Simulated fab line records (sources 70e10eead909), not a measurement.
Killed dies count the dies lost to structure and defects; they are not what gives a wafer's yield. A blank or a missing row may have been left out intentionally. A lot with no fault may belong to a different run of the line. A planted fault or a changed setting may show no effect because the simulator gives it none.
Matching of chambers | flow nand harc | NHARC_A_CONTACT_DEP_58 on pecvd-02: 3 sister chambers
The step deposits SiON, target thk 90 nm. 6 wafers are shown with their chamber, then 9 later ones without.

== WAFERS, EACH WITH ITS CHAMBER ==
wafer  | chamber | heater power w (W) | heater power outer w (W)
L078.1 | 0       | 756                | 451
L078.4 | 0       | 754                | 449
L082.2 | 1       | 841                | 529
L083.1 | 2       | 734                | 460
L083.2 | 1       | 845                | 515
L083.6 | 2       | 739                | 486

== WAFERS WITH NO CHAMBER GIVEN ==
wafer  | heater power w (W) | heater power outer w (W)
L093.1 | 756                | 497
L093.2 | 603                | 368
L093.4 | 778                | 496
L096.2 | 819                | 521
L096.3 | 749                | 461
L096.5 | 786                | 523
L097.1 | 792                | 495
L097.2 | 682                | 404
L097.3 | 753                | 477

== THE CHAMBER EACH PASSED THROUGH ==
wafer  | from the rows above | in truth
L093.1 | 0                   | 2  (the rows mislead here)
L093.2 | 2                   | 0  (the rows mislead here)
L093.4 | 0                   | 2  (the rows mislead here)
L096.2 | 1                   | 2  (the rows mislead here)
L096.3 | 0                   | 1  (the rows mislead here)
L096.5 | 0                   | 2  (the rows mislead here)
L097.1 | 0                   | 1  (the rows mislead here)
L097.2 | 2                   | 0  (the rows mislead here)
L097.3 | 0                   | 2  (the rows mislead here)
Correct placement for 0 of the 9. Number that these rows cannot place: 0. Number placed wrongly: 9.
How it was worked out, from the rows above alone: a wafer's distance from a chamber is the root of the sum, over the readings, of the square of ((its reading less the chamber's mean) divided by the reading's scatter). If the next closest chamber is less than 2 further off than the closest, the wafer can't be placed; otherwise it belongs to the closest. For every chamber, the mean is computed from those of its wafers that are shown. The scatter is the square root of a quotient: the sum, over the shown wafers, of each reading's squared deviation from its chamber's mean, divided by wafers minus chambers.
